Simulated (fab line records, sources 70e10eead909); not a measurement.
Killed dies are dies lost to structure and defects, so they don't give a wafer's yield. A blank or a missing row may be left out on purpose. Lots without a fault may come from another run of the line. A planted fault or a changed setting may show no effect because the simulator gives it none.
fab line records | flow nand_harc
record lots=24 wafers=72 last_day=33
route steps=1302 shown P_M0@269 P_M1@296
lots that met no fault: from a run of the same line without faults
start_h: hours from the record's first day to the start of the lot's first wafer shown | wait_h: hours since the lot's step before | " the same as in the row above | L1.1+2: a row that stands for several wafers | - no value, or no start given | * or withheld: withheld | < > ~ a bound
route shown NAME@n: a module of which the file shows steps, and the number in the route of the first | usual: mean/standard deviation of fault-free wafers | same: alike in all rows | chamber/n: place in a boat | sites: the reading at each site | _std_site: their standard deviation | _edge_site: outer sites' mean less inner sites' | radius_mm: how far each site lies from the wafer's centre | mask NAME#n: copy n | behind: the tool/chamber that last shaped the wafer | hold: why the lot was held/for how many hours/how that ended | device: the transistor (n, p or np) that didn't switch | end of line: the same wafers' tests at the end of the route | a step without rows: its recipe alone | killed: dies lost to structure and defects at the first sort, not the wafer's yield | map: a wafer's dies, x killed, . not, _ none there
set.NAME: the setting as run; set.NAME@STEP: as run at that earlier step | model.NAME: the simulator's own value behind a step, which no gauge read
steps of the route over a sample of lots; a table a step, a row a wafer
services: from which hour (start_h, from the record's first day; less than 0 if before it) a tool's chamber was out of use, for how many hours, and why
## steps
# step NHARC_P_M0_CD_MEAS_16
# usual cd_nm=89.9/0.85
# columns lot.wafer tool chamber start_h wait_h cd_nm
L074.3 cd_sem-02 - 121.65 - 90.6
L074.4 " - " " 91.4
L074.6 " - " " 89.6
L075.1 cd_sem-02 - 127.64 - 89.8
L075.2 " - " " 89.0
L075.4 " - " " 90.9
L076.2 cd_sem-01 - 139.94 - 89.7
L076.4 " - " " 90.1
L076.5 " - " " 89.2
L077.1 cd_sem-01 - 157.73 - 89.8
L077.5 " - " " 90.5
L077.6 " - " " 90.4
L078.1 cd_sem-01 - 161.72 - 89.6
L078.4 " - " " 90.9
L078.6 " - " " 90.0
L079.2 cd_sem-02 - 173.48 - 90.2
L079.4 " - " " 89.8
L079.6 " - " " 90.4
L080.3 cd_sem-02 - 181.39 - 90.4
L080.5 " - " " 88.9
L080.6 " - " " 89.4
L081.4 cd_sem-01 - 193.47 - 89.7
L081.5 " - " " 89.8
L081.6 " - " " 91.3
L082.2 cd_sem-03 - 209.83 - 89.4
L082.4 " - " " 88.9
L082.5 " - " " 89.8
L083.2 cd_sem-03 - 214.30 - 90.2
L083.4 " - " " 88.0
L083.6 " - " " 89.1
L084.1 cd_sem-02 - 227.70 - 90.8
L084.2 " - " " 89.0
L084.4 " - " " 90.9
L085.3 cd_sem-02 - 228.80 - 89.2
L085.4 " - " " 89.0
L085.6 " - " " 89.1
L086.1 cd_sem-03 - 237.66 - 89.2
L086.2 " - " " 91.0
L086.6 " - " " 90.7
L087.2 cd_sem-03 - 256.19 - 89.5
L087.3 " - " " 88.7
L087.6 " - " " 89.2
L088.2 cd_sem-03 - 267.47 - 88.8
L088.4 " - " " 88.1
L088.5 " - " " 89.3
L089.3 cd_sem-03 - 271.44 - 90.2
L089.4 " - " " 89.6
L089.5 " - " " 90.3
L091.2 cd_sem-03 - 292.48 - 90.8
L091.4 " - " " 91.1
L091.6 " - " " 90.2
L090.1 cd_sem-02 - 293.61 - 90.2
L090.5 " - " " 90.8
L090.6 " - " " 90.6
L093.1 cd_sem-03 - 308.66 - 88.9
L093.2 " - " " 89.4
L093.4 " - " " 89.0
L092.2 cd_sem-03 - 309.38 - 90.0
L092.3 " - " " 88.5
L092.5 " - " " 89.2
L094.2 cd_sem-02 - 323.93 - 89.9
L094.5 " - " " 90.7
L094.6 " - " " 90.7
L095.3 cd_sem-01 - 337.67 - 91.3
L095.5 " - " " 91.7
L095.6 " - " " 89.4
L096.4 cd_sem-02 - 345.39 - 91.1
L096.5 " - " " 90.4
L096.6 " - " " 91.4
L097.3 cd_sem-03 - 358.69 - 90.6
L097.5 " - " " 91.1
L097.6 " - " " 89.7
# step NHARC_P_M0_THK_MEAS_24
# recipe thk_meas_gauge=xrf
# usual thk_nm=118.0/1.7
# columns lot.wafer tool chamber start_h wait_h thk_nm
L074.3 film_metro-02 - 123.79 - 118.4
L074.4 " - " " 118.5
L074.6 " - " " 118.6
L075.1 film_metro-01 - 129.65 - 121.9
L075.2 " - " " 117.1
L075.4 " - " " 119.2
L076.2 film_metro-02 - 142.27 - 119.8
L076.4 " - " " 116.7
L076.5 " - " " 117.3
L077.1 film_metro-02 - 159.76 - 117.8
L077.5 " - " " 118.8
L077.6 " - " " 118.6
L078.1 film_metro-02 - 163.73 - 117.8
L078.4 " - " " 118.3
L078.6 " - " " 117.8
L079.2 film_metro-02 - 175.54 - 116.1
L079.4 " - " " 116.3
L079.6 " - " " 117.5
L080.3 film_metro-02 - 183.40 - 116.7
L080.5 " - " " 116.3
L080.6 " - " " 117.4
L081.4 film_metro-01 - 195.56 - 121.3
L081.5 " - " " 120.2
L081.6 " - " " 121.0
L082.2 film_metro-02 - 211.84 - 114.0
L082.4 " - " " 118.0
L082.5 " - " " 116.6
L083.2 film_metro-02 - 216.31 - 118.5
L083.4 " - " " 114.8
L083.6 " - " " 115.1
L084.1 film_metro-01 - 230.16 - 122.0
L084.2 " - " " 119.3
L084.4 " - " " 118.0
L085.3 film_metro-01 - 231.13 - 117.7
L085.4 " - " " 116.7
L085.6 " - " " 116.0
L086.1 film_metro-02 - 239.92 - 116.6
L086.2 " - " " 117.6
L086.6 " - " " 115.9
L087.2 film_metro-01 - 258.20 - 118.0
L087.3 " - " " 115.5
L087.6 " - " " 116.4
L088.2 film_metro-02 - 269.48 - 115.7
L088.4 " - " " 113.8
L088.5 " - " " 116.2
L089.3 film_metro-01 - 273.45 - 119.0
L089.4 " - " " 117.4
L089.5 " - " " 118.3
L091.2 film_metro-02 - 294.49 - 119.6
L091.4 " - " " 119.1
L091.6 " - " " 117.5
L090.1 film_metro-02 - 295.62 - 117.2
L090.5 " - " " 120.5
L090.6 " - " " 119.1
L093.1 film_metro-02 - 311.22 - 117.9
L093.2 " - " " 116.2
L093.4 " - " " 116.8
L092.2 film_metro-02 - 311.49 - 117.6
L092.3 " - " " 121.0
L092.5 " - " " 117.5
L094.2 film_metro-01 - 325.97 - 119.1
L094.5 " - " " 118.6
L094.6 " - " " 120.3
L095.3 film_metro-02 - 339.69 - 120.0
L095.5 " - " " 119.2
L095.6 " - " " 117.4
L096.4 film_metro-02 - 347.71 - 114.2
L096.5 " - " " 119.9
L096.6 " - " " 115.8
L097.3 film_metro-01 - 360.73 - 117.0
L097.5 " - " " 117.0
L097.6 " - " " 117.4
# step NHARC_P_M0_INSPECT_27
# usual raw_defect_count=348/150
# columns lot.wafer tool chamber start_h wait_h raw_defect_count
L074.3 defect_inspect-01 - 123.94 0.0 371
L074.4 " - " " 245
L074.6 " - " " 242
L075.1 defect_inspect-02 - 129.81 0.0 308
L075.2 " - " " 307
L075.4 " - " " 409
L076.2 defect_inspect-02 - 142.43 0.0 1078
L076.4 " - " " 355
L076.5 " - " " 892
L077.1 defect_inspect-02 - 159.91 0.0 366
L077.5 " - " " 503
L077.6 " - " " 416
L078.1 defect_inspect-01 - 163.89 0.0 170
L078.4 " - " " 205
L078.6 " - " " 228
L079.2 defect_inspect-01 - 175.70 0.0 276
L079.4 " - " " 317
L079.6 " - " " 286
L080.3 defect_inspect-01 - 183.58 0.0 229
L080.5 " - " " 183
L080.6 " - " " 309
L081.4 defect_inspect-02 - 195.74 0.0 439
L081.5 " - " " 577
L081.6 " - " " 522
L082.2 defect_inspect-01 - 212.00 0.0 437
L082.4 " - " " 374
L082.5 " - " " 419
L083.2 defect_inspect-02 - 216.47 0.0 175
L083.4 " - " " 173
L083.6 " - " " 203
L084.1 defect_inspect-02 - 230.32 0.0 351
L084.2 " - " " 255
L084.4 " - " " 179
L085.3 defect_inspect-01 - 231.29 0.0 345
L085.4 " - " " 356
L085.6 " - " " 568
L086.1 defect_inspect-02 - 240.08 0.0 348
L086.2 " - " " 205
L086.6 " - " " 204
L087.2 defect_inspect-02 - 258.36 0.0 276
L087.3 " - " " 271
L087.6 " - " " 267
L088.2 defect_inspect-02 - 269.64 0.0 228
L088.4 " - " " 260
L088.5 " - " " 357
L089.3 defect_inspect-01 - 273.61 0.0 735
L089.4 " - " " 524
L089.5 " - " " 332
L091.2 defect_inspect-01 - 294.65 0.0 331
L091.4 " - " " 683
L091.6 " - " " 409
L090.1 defect_inspect-01 - 295.83 0.0 467
L090.5 " - " " 259
L090.6 " - " " 234
L093.1 defect_inspect-01 - 311.37 0.0 210
L093.2 " - " " 261
L093.4 " - " " 294
L092.2 defect_inspect-01 - 311.65 0.0 220
L092.3 " - " " 178
L092.5 " - " " 257
L094.2 defect_inspect-01 - 326.13 0.0 611
L094.5 " - " " 230
L094.6 " - " " 388
L095.3 defect_inspect-01 - 339.85 0.0 199
L095.5 " - " " 420
L095.6 " - " " 473
L096.4 defect_inspect-02 - 347.87 0.0 306
L096.5 " - " " 277
L096.6 " - " " 231
L097.3 defect_inspect-02 - 360.89 0.0 450
L097.5 " - " " 348
L097.6 " - " " 204
# step NHARC_P_M1_OVL_MEAS_10
# recipe pitch_nm=260
# usual overlay_x_nm=0.0/0.86 overlay_y_nm=0.3/0.79
# columns lot.wafer tool chamber start_h wait_h overlay_x_nm overlay_y_nm
L074.3 overlay-01 - 125.42 - 1.7 1.6
L074.4 " - " " 0.9 1.6
L074.6 " - " " 1.0 0.9
L075.1 overlay-02 - 131.29 - -0.4 1.4
L075.2 " - " " -0.6 1.3
L075.4 " - " " -0.6 1.4
L076.2 overlay-02 - 143.93 - -0.4 0.8
L076.4 " - " " 0.0 0.6
L076.5 " - " " 0.2 0.6
L077.1 overlay-01 - 161.48 - 0.5 1.8
L077.5 " - " " -0.6 1.4
L077.6 " - " " 0.5 1.4
L078.1 overlay-01 - 165.37 - -0.2 -0.2
L078.4 " - " " -0.5 -0.4
L078.6 " - " " -0.6 -0.8
L079.2 overlay-02 - 177.18 - -1.1 -0.3
L079.4 " - " " -0.9 0.5
L079.6 " - " " -0.9 0.2
L080.3 overlay-01 - 185.06 - 0.0 0.1
L080.5 " - " " 0.1 -0.2
L080.6 " - " " -0.2 0.3
L081.4 overlay-01 - 197.23 - 0.1 0.4
L081.5 " - " " 0.0 0.2
L081.6 " - " " 0.0 0.2
L082.2 overlay-01 - 213.48 - -0.3 0.9
L082.4 " - " " -1.0 0.9
L082.5 " - " " -0.2 1.6
L083.2 overlay-02 - 217.95 - 1.1 -0.1
L083.4 " - " " 1.4 -0.1
L083.6 " - " " 1.0 0.0
L084.1 overlay-01 - 231.80 - 0.1 -1.2
L084.2 " - " " 0.1 -0.1
L084.4 " - " " -0.2 -0.3
L085.3 overlay-01 - 232.80 - 0.4 0.0
L085.4 " - " " 0.1 0.2
L085.6 " - " " 0.7 0.9
L086.1 overlay-01 - 241.56 - 0.5 1.1
L086.2 " - " " 1.1 1.5
L086.6 " - " " 0.6 1.5
L087.2 overlay-02 - 259.85 - -0.1 -1.1
L087.3 " - " " 0.4 -1.1
L087.6 " - " " 0.2 -1.4
L088.2 overlay-01 - 271.61 - -1.4 -0.6
L088.4 " - " " -0.6 -0.4
L088.5 " - " " -1.7 -0.5
L089.3 overlay-01 - 275.26 - -0.1 0.3
L089.4 " - " " 0.0 0.5
L089.5 " - " " 0.2 0.3
L091.2 overlay-02 - 296.13 - 0.9 -0.9
L091.4 " - " " 0.8 -0.8
L091.6 " - " " 0.4 -0.8
L090.1 overlay-02 - 297.31 - -0.8 0.1
L090.5 " - " " -1.1 0.0
L090.6 " - " " -1.4 0.2
L093.1 overlay-01 - 312.86 - -1.0 1.7
L093.2 " - " " -1.3 1.6
L093.4 " - " " -1.1 1.7
L092.2 overlay-02 - 313.14 - 0.0 0.5
L092.3 " - " " -0.5 0.2
L092.5 " - " " -0.4 0.1
L094.2 overlay-01 - 327.78 - 0.6 -0.1
L094.5 " - " " 0.5 -0.1
L094.6 " - " " 1.0 -0.2
L095.3 overlay-02 - 341.47 - 1.9 0.3
L095.5 " - " " 1.9 1.4
L095.6 " - " " 2.3 0.4
L096.4 overlay-02 - 349.36 - 0.7 0.4
L096.5 " - " " 0.7 0.7
L096.6 " - " " 0.7 0.3
L097.3 overlay-02 - 362.37 - -0.9 -0.1
L097.5 " - " " -0.6 -0.1
L097.6 " - " " -0.8 0.0
# step NHARC_P_M1_ETCH_15
# recipe target_depth_a=1825 time_s=91.2 c4f8_flow_sccm=withheld ar_flow_sccm=400 rf_w=600 bias_w=300 chemistry=C4F8/Ar
# usual oes_product_au=0.954/0.021 rf_vpp_V=439.2/2.1
# columns lot.wafer tool chamber start_h wait_h oes_product_au rf_hours_counter_h rf_vpp_V
L074.3 rie_diel-13 1 - - 0.910 12 443.4
L074.4 " 0 " " 0.928 12 440.7
L074.6 " 2 " " 0.924 - 437.1
L075.1 rie_diel-13 2 - - 0.931 12 437.4
L075.2 " 3 " " 0.925 13 438.5
L075.4 " 0 " " 0.937 13 441.1
L076.2 rie_diel-07 1 - - 0.960 1 439.1
L076.4 " 3 " " 0.988 1 437.1
L076.5 " 0 " " 0.992 - 438.3
L077.1 rie_diel-07 3 - - 0.952 2 436.7
L077.5 " 3 " " 0.960 - 437.1
L077.6 " 0 " " 0.955 - 436.2
L078.1 rie_diel-07 2 - - 0.978 2 439.0
L078.4 " 3 " " 0.978 2 438.5
L078.6 " 3 " " 0.982 - 436.6
L079.4 rie_diel-07 0 - - 0.942 4 437.3
L079.2 " 2 " " 0.921 4 440.5
L079.6 " 3 " " 0.937 - 438.0
L080.3 rie_diel-07 0 - - 0.987 4 435.5
L080.6 " 1 " " 0.963 - 438.1
L080.5 " 2 " " 0.944 - 439.7
L081.4 rie_diel-13 2 - - 0.951 2 438.6
L081.6 " 2 " " 0.946 - 438.0
L081.5 " 3 " " 0.955 - 437.4
L082.4 rie_diel-13 3 - - 0.984 2 437.4
L082.2 " 0 " " 0.960 2 440.8
L082.5 " 3 " " 0.979 - 437.0
L083.2 rie_diel-09 1 - - 0.957 19 441.4
L083.4 " 3 " " 0.978 23 441.5
L083.6 " 0 " " 0.956 - 441.1
L084.4 rie_diel-13 2 - - 0.949 5 438.0
L084.2 " 3 " " 0.949 4 437.2
L084.1 " 0 " " 0.950 3 439.4
L085.3 rie_diel-13 2 - - 0.966 5 438.6
L085.4 " 3 " " 0.981 4 437.9
L085.6 " 1 " " 0.961 - 443.7
L086.1 rie_diel-13 0 - - 0.945 4 441.1
L086.2 " 3 " " 0.972 4 438.0
L086.6 " 0 " " 0.951 - 439.9
L087.2 rie_diel-07 3 - - 0.963 8 436.6
L087.3 " 1 " " 0.977 8 438.0
L087.6 " 3 " " 0.961 - 436.8
L088.4 rie_diel-07 0 - - 0.942 9 437.4
L088.2 " 3 " " 0.946 9 437.1
L088.5 " 1 " " 0.956 - 437.5
L089.4 rie_diel-13 3 - - 0.968 7 436.0
L089.3 " 2 " " 0.945 8 437.7
L089.5 " 0 " " 0.959 - 440.9
L091.4 rie_diel-09 0 - - 0.909 43 440.1
L091.2 " 1 " " 0.913 44 440.7
L091.6 " 3 " " 0.927 - 441.1
L090.1 rie_diel-09 2 - - 0.914 52 441.9
L090.6 " 2 " " 0.919 - 443.0
L090.5 " 3 " " 0.932 - 440.3
L093.1 rie_diel-13 1 - - 0.947 10 443.6
L093.2 " 3 " " 0.970 10 436.9
L093.4 " 0 " " 0.952 9 440.7
L092.3 rie_diel-13 0 - - 0.970 10 439.4
L092.2 " 1 " " 0.953 10 443.3
L092.5 " 0 " " 0.949 - 439.8
L094.2 rie_diel-07 1 - - 0.923 2 438.5
L094.6 " 0 " " 0.927 - 438.9
L094.5 " 1 " " 0.926 - 437.6
L095.3 rie_diel-07 3 - - 0.963 2 436.3
L095.5 " 2 " " 0.973 - 441.3
L095.6 " 3 " " 0.971 - 438.0
L096.4 rie_diel-07 1 - - 0.970 3 436.8
L096.6 " 1 " " 0.971 - 436.4
L096.5 " 2 " " 0.961 - 439.1
L097.3 rie_diel-07 0 - - 0.976 4 435.8
L097.5 " 3 " " 0.949 - 437.2
L097.6 " 0 " " 0.985 - 436.2
# step NHARC_P_M1_ETCH_28
# recipe target_depth_a=300 over_etch_frac=0.3 time_s=72.99 ion_energy_ev=150 cf4_flow_sccm=50 n2_flow_sccm=100 ar_flow_sccm=150 rf_w=300 bias_w=100 chemistry=CF4/N2
# usual drypump_motor_current_A=5.6/0.49 oes_product_au=0.998/0.01 rf_vpp_V=313.1/1.6 showerhead_plenum_p_Torr=2.57/0.083 throttle_valve_pct=19.794/0.0085
# columns lot.wafer tool chamber start_h wait_h drypump_motor_current_A oes_product_au rf_hours_counter_h rf_vpp_V showerhead_plenum_p_Torr throttle_valve_pct
L074.4 rie_diel-09 1 - - 5.7 0.999 41 314.2 2.64 19.800
L074.3 " 3 " " 6.6 1.006 53 314.7 2.67 19.800
L074.6 " 0 " " 5.8 0.986 - 314.1 2.62 19.789
L075.1 rie_diel-13 1 - - 4.7 0.996 12 315.8 2.73 19.808
L075.2 " 0 " " 5.6 1.013 13 314.2 2.62 19.797
L075.4 " 0 " " 5.6 1.019 - 312.1 2.62 19.799
L076.4 rie_diel-07 3 - - 5.0 1.008 1 311.8 2.48 19.799
L076.2 " 0 " " 5.3 1.020 2 311.5 2.49 19.794
L076.5 " 3 " " 5.0 1.001 - 311.7 2.48 19.794
L077.1 rie_diel-07 3 - - 5.0 0.998 2 310.4 2.48 19.799
L077.5 " 1 " " 6.4 1.014 - 312.8 2.51 19.793
L077.6 " 2 " " 5.7 0.997 - 314.6 2.60 19.798
L078.4 rie_diel-07 0 - - 5.3 1.020 3 312.0 2.49 19.792
L078.1 " 1 " " 6.4 1.010 2 313.4 2.51 19.803
L078.6 " 1 " " 6.4 1.008 - 312.2 2.51 19.797
L079.4 rie_diel-13 0 - - 5.6 1.001 0 313.8 2.62 19.784
L079.2 " 2 " " 5.6 0.994 0 312.2 2.51 19.787
L079.6 " 3 " " 5.9 1.005 - 313.0 2.50 19.786
L080.3 rie_diel-07 3 - - 5.0 1.000 5 311.3 2.48 19.797
L080.5 " 2 " " 5.7 0.986 - 313.3 2.60 19.807
L080.6 " 3 " " 5.0 0.991 - 311.8 2.48 19.796
L081.4 rie_diel-09 1 - - 5.7 0.984 14 314.7 2.63 19.801
L081.6 " 1 " " 5.7 0.987 - 314.2 2.63 19.791
L081.5 " 2 " " 5.5 1.002 - 316.0 2.72 19.801
L082.2 rie_diel-07 0 - - 5.3 1.026 5 311.9 2.48 19.789
L082.4 " 2 " " 5.7 0.999 5 314.0 2.60 19.787
L082.5 " 1 " " 6.3 1.011 - 312.1 2.51 19.791
L083.2 rie_diel-09 0 - - 5.7 0.980 21 312.4 2.61 19.813
L083.4 " 2 " " 5.5 0.987 21 316.7 2.71 19.788
L083.6 " 0 " " 5.7 0.978 - 313.6 2.61 19.796
L084.1 rie_diel-07 0 - - 5.3 1.017 6 312.0 2.48 19.795
L084.2 " 1 " " 6.3 1.022 6 313.0 2.51 19.792
L084.4 " 2 " " 5.7 0.991 6 313.3 2.60 19.792
L085.3 rie_diel-07 0 - - 5.3 1.011 6 311.3 2.48 19.779
L085.4 " 1 " " 6.4 0.992 6 312.4 2.51 19.798
L085.6 " 0 " " 5.4 1.003 - 311.3 2.48 19.799
L086.2 rie_diel-13 3 - - 5.9 1.001 4 311.0 2.49 19.781
L086.1 " 0 " " 5.6 0.984 4 313.3 2.62 19.794
L086.6 " 0 " " 5.6 0.994 - 313.5 2.62 19.786
L087.3 rie_diel-13 1 - - 4.8 0.998 6 316.4 2.72 19.784
L087.2 " 2 " " 5.6 1.004 6 310.6 2.51 19.798
L087.6 " 3 " " 5.9 1.000 - 312.0 2.49 19.785
L088.4 rie_diel-07 1 - - 6.4 1.002 9 312.5 2.51 19.795
L088.2 " 2 " " 5.7 0.989 9 313.8 2.60 19.801
L088.5 " 3 " " 5.0 0.994 - 311.3 2.48 19.790
L089.3 rie_diel-13 1 - - 4.8 1.008 8 316.6 2.72 19.786
L089.4 " 2 " " 5.6 0.996 8 313.9 2.51 19.780
L089.5 " 1 " " 4.7 1.003 - 316.6 2.72 19.794
L091.2 rie_diel-13 0 - - 5.6 0.992 8 312.7 2.62 19.804
L091.4 " 1 " " 4.8 0.999 9 315.5 2.72 19.791
L091.6 " 2 " " 5.6 1.006 - 312.9 2.51 19.789
L090.1 rie_diel-13 1 - - 4.7 0.995 9 315.7 2.72 19.793
L090.5 " 2 " " 5.6 0.994 - 312.2 2.51 19.807
L090.6 " 3 " " 5.9 1.000 - 311.8 2.49 19.790
L093.1 rie_diel-13 2 - - 5.6 0.993 11 313.6 2.51 19.793
L093.4 " 0 " " 5.6 0.993 10 313.9 2.62 19.795
L093.2 " 1 " " 4.8 0.985 10 317.0 2.72 19.804
L092.3 rie_diel-13 0 - - 5.6 0.993 10 313.1 2.62 19.806
L092.2 " 2 " " 5.6 1.003 11 311.2 2.51 19.808
L092.5 " 1 " " 4.7 1.002 - 315.0 2.72 19.792
L094.2 rie_diel-07 3 - - 5.0 0.994 2 310.8 2.48 19.788
L094.5 " 0 " " 5.3 1.008 - 312.4 2.48 19.801
L094.6 " 1 " " 6.3 0.997 - 312.2 2.51 19.789
L095.3 rie_diel-09 3 - - 6.6 1.001 5 314.1 2.64 19.787
L095.5 " 3 " " 6.6 0.998 - 315.0 2.64 19.787
L095.6 " 0 " " 5.7 0.995 - 314.8 2.59 19.809
L096.4 rie_diel-07 2 - - 5.7 0.994 3 315.4 2.60 19.784
L096.5 " 1 " " 6.4 0.991 - 311.8 2.51 19.785
L096.6 " 2 " " 5.7 1.003 - 314.6 2.60 19.796
L097.3 rie_diel-13 2 - - 5.6 0.986 1 311.5 2.50 19.791
L097.6 " 1 " " 4.8 0.982 - 315.3 2.72 19.791
L097.5 " 2 " " 5.6 0.989 - 312.5 2.50 19.788
## services
# columns tool chamber start_h hours kind
rie_diel-07 - 117.20 9.0 pm
rie_diel-07 0 117.20 9.0 vent_cycle
rie_diel-07 1 117.20 9.0 vent_cycle
rie_diel-07 2 117.20 9.0 vent_cycle
rie_diel-07 3 117.20 9.0 vent_cycle
rie_diel-07 0 126.20 - clean
rie_diel-07 1 126.20 - clean
rie_diel-07 2 126.20 - clean
rie_diel-07 3 126.20 - clean
rie_diel-13 3 131.90 4.5 repair
rie_diel-09 - 144.42 9.0 pm
rie_diel-13 - 165.00 9.0 pm
rie_diel-13 3 200.01 6.2 repair
rie_diel-09 1 225.39 4.6 repair
rie_diel-09 - 239.67 0.2 repair
rie_diel-07 0 272.50 3.1 repair
rie_diel-07 3 277.61 6.7 repair
rie_diel-13 - 284.48 3.6 repair
rie_diel-07 - 294.20 9.0 pm
rie_diel-09 0 317.77 5.8 repair
rie_diel-09 - 322.47 9.0 pm
rie_diel-13 2 337.79 12.6 repair
rie_diel-13 - 342.00 9.0 pm
rie_diel-13 3 355.59 5.7 repair
## key
fault none
